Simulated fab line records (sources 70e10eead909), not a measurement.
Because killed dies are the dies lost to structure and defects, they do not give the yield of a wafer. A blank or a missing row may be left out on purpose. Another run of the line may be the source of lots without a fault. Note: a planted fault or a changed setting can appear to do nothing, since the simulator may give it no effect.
Chamber matching	flow nandHarc	NHARC_A_DECK1_JOINT_CMP_02 on cmp-02 has 4 sister chambers
The step polishes SiOx. 4 wafers are shown with their chamber, then 11 later ones without.

== WAFERS, EACH WITH ITS CHAMBER ==
wafer	chamber	motorCurrentA (A)
L085.1	3	11.0
L090.5	2	13.0
L090.6	1	11.2
L091.1	0	14.1

== WAFERS WITHOUT THEIR CHAMBER ==
wafer	motorCurrentA (A)
L091.3	13.2
L091.4	12.4
L094.3	12.3
L094.5	12.4
L094.6	12.4
L096.4	12.9
L096.5	12.3
L096.6	12.8
L097.1	11.1
L097.4	12.5
L097.6	13.2

== EACH ONE'S CHAMBER ==
wafer	from the rows above	in truth
L091.3	can't be placed: 2 or 0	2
L091.4	can't be placed: 2 or 1 or 3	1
L094.3	can't be placed: 2 or 1 or 3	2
L094.5	can't be placed: 2 or 1 or 3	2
L094.6	can't be placed: 2 or 1 or 3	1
L096.4	2	2
L096.5	can't be placed: 2 or 1 or 3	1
L096.6	2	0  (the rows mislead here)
L097.1	can't be placed: 1 or 3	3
L097.4	can't be placed: 2 or 1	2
L097.6	can't be placed: 2 or 0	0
Placed correctly: 1 of 11. Cannot be placed on the basis of these rows: 9; the candidates contain the true chamber in 9. Number placed wrongly: 1.
How it was worked out, from the rows above alone: a wafer's distance from a chamber is the root of the sum, over the readings, of the square of ((its reading less the chamber's mean) divided by the reading's scatter). If the next closest chamber is less than 2 further off than the closest, the wafer can't be placed; otherwise it belongs to the closest. The mean given for a chamber averages the wafers shown for that chamber. The scatter (one wafer shown for each chamber): square how far every hidden wafer sits from the nearest shown wafer, average those squares and take the square root.
